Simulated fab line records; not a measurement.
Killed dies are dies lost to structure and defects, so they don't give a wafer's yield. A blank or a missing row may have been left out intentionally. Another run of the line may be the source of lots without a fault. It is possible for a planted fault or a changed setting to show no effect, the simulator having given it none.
Matching of chambers + flow n5Finfet + N5_BEOL_M9_STRIP_67 on rieDiel-03 has 4 sister chambers
The step strips in CF4. 18 wafers are shown with their chamber, then 9 later ones without.

== WAFERS WITH THEIR CHAMBER ==
| wafer  | chamber | showerheadPlenumPTorr (Torr) | throttleValvePct (%) | oesProductAu (a.u.) |
|--------|---------|------------------------------|----------------------|---------------------|
| L077.1 | 0       | 1.807                        | 13.45                | 0.88                |
| L077.4 | 2       | 1.779                        | 14.05                | 0.73                |
| L077.6 | 0       | 1.807                        | 13.44                | 0.88                |
| L082.4 | 3       | 1.714                        | 13.87                | 0.70                |
| L082.5 | 2       | 1.776                        | 14.05                | 0.72                |
| L082.6 | 0       | 1.804                        | 13.47                | 0.87                |
| L087.1 | 1       | 1.760                        | 13.63                | 0.93                |
| L087.3 | 3       | 1.712                        | 13.87                | 0.70                |
| L087.4 | 2       | 1.775                        | 14.10                | 0.71                |
| L090.3 | 1       | 1.759                        | 13.65                | 0.91                |
| L090.4 | 0       | 1.800                        | 13.49                | 0.85                |
| L090.6 | 3       | 1.711                        | 13.89                | 0.70                |
| L091.2 | 0       | 1.800                        | 13.52                | 0.85                |
| L091.3 | 2       | 1.773                        | 14.08                | 0.71                |
| L091.6 | 3       | 1.710                        | 13.88                | 0.70                |
| L089.3 | 0       | 1.800                        | 13.52                | 0.84                |
| L089.5 | 2       | 1.773                        | 14.11                | 0.71                |
| L089.6 | 3       | 1.710                        | 13.90                | 0.70                |

SIGNATURES (averages over the wafers above)
| reading               | chamber 0 | chamber 1 | chamber 2 | chamber 3 | scatter within a chamber |
|-----------------------|-----------|-----------|-----------|-----------|--------------------------|
| showerheadPlenumPTorr | 1.80300   | 1.75950   | 1.77520   | 1.71140   | 0.00263                  |
| throttleValvePct      | 13.4817   | 13.6400   | 14.0780   | 13.8820   | 0.0265                   |
| oesProductAu          | 0.8617    | 0.9200    | 0.7160    | 0.7000    | 0.012                    |
Rule: a wafer's distance from a chamber is the root of the sum, over the readings, of the square of ((its reading less the chamber's mean) divided by the reading's scatter). The wafer belongs to the nearest chamber; if the next one is less than 2 further off, it can't be placed. The scatter is the square root of a quotient: the sum, over the shown wafers, of each reading's squared deviation from its chamber's mean, divided by wafers minus chambers.

== WAFERS WITHOUT THEIR CHAMBER ==
| wafer  | showerheadPlenumPTorr (Torr) | throttleValvePct (%) | oesProductAu (a.u.) |
|--------|------------------------------|----------------------|---------------------|
| L092.2 | 1.710                        | 13.91                | 0.69                |
| L092.3 | 1.799                        | 13.53                | 0.85                |
| L092.4 | 1.772                        | 14.09                | 0.71                |
| L095.2 | 1.771                        | 14.11                | 0.70                |
| L095.3 | 1.798                        | 13.53                | 0.84                |
| L095.4 | 1.708                        | 13.90                | 0.69                |
| L097.1 | 1.770                        | 14.13                | 0.70                |
| L097.4 | 1.755                        | 13.70                | 0.88                |
| L097.5 | 1.770                        | 14.12                | 0.70                |

== CHAMBER TAKEN BY EACH ==
| wafer  | from the rows above | in truth |
|--------|---------------------|----------|
| L092.2 | 3                   | 3        |
| L092.3 | 0                   | 0        |
| L092.4 | 2                   | 2        |
| L095.2 | 2                   | 2        |
| L095.3 | 0                   | 0        |
| L095.4 | 3                   | 3        |
| L097.1 | 2                   | 2        |
| L097.4 | 1                   | 1        |
| L097.5 | 2                   | 2        |
Placed correctly: 9 of 9. From these rows, 0 cannot be placed. Number placed wrongly: 0.
